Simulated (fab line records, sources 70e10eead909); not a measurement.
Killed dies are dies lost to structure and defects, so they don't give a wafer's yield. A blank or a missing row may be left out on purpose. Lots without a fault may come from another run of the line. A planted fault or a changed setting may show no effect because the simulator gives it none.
Which tool did it? | flow nand_harc | 6 lots, 18 wafers sampled, at 2 steps of a route of 1159

WHAT THE GAUGES READ, wafer by wafer
NHARC_P_GATE_CD_MEAS_11: target cd 1640 nm.
lot  | measured    | on        | cd_nm (nm)
L874 | day 4 20:53 | cd_sem-03 | 1636.1 1639.8 1639.3
L878 | day 6 03:34 | cd_sem-03 | 1637.0 1637.8 1638.4
L881 | day 7 07:46 | cd_sem-02 | 1639.6 1641.3 1639.6
L887 | day 8 05:52 | cd_sem-02 | 1637.2 1637.0 1637.9
L889 | day 8 19:43 | cd_sem-03 | 1638.9 1639.3 1638.0
L893 | day 9 12:13 | cd_sem-03 | 1640.2 1642.5 1638.0

WHICH TOOL RAN EACH LOT (tool, then ch and the chambers of the sampled wafers, then the start)
lot  | NHARC_P_GATE_EXPOSE_08
L874 | krf_scanner-03 ch 0, day 4 20:44
L878 | krf_scanner-01 ch 0, day 6 03:25
L881 | krf_scanner-03 ch 0, day 7 07:36
L887 | krf_scanner-03 ch 0, day 8 05:42
L889 | krf_scanner-03 ch 0, day 8 19:34
L893 | krf_scanner-04 ch 0, day 9 12:04
- NHARC_P_GATE_EXPOSE_08: exposes mask P HV.

THE ANSWER, worked out from the rows above alone
Rule: what is usual is taken from the lots themselves. Put in order of their means at a reading, lots are off if they are a third of the lots or fewer, leave a main group of 4 or more, and stand apart from it by a gap of 3 or more times the standard deviation of the main group's means; of several such gaps the widest counts. A main group whose means are all the same, to the digits that the tables above print for the reading, isn't used. A lot without any number at a reading at which 4 lots or more have one is off too. The other lots that the step has rows for count as sound.
No lot is off at any reading shown: from this, nothing can be told.

WHAT THE SIMULATOR HAD PUT IN
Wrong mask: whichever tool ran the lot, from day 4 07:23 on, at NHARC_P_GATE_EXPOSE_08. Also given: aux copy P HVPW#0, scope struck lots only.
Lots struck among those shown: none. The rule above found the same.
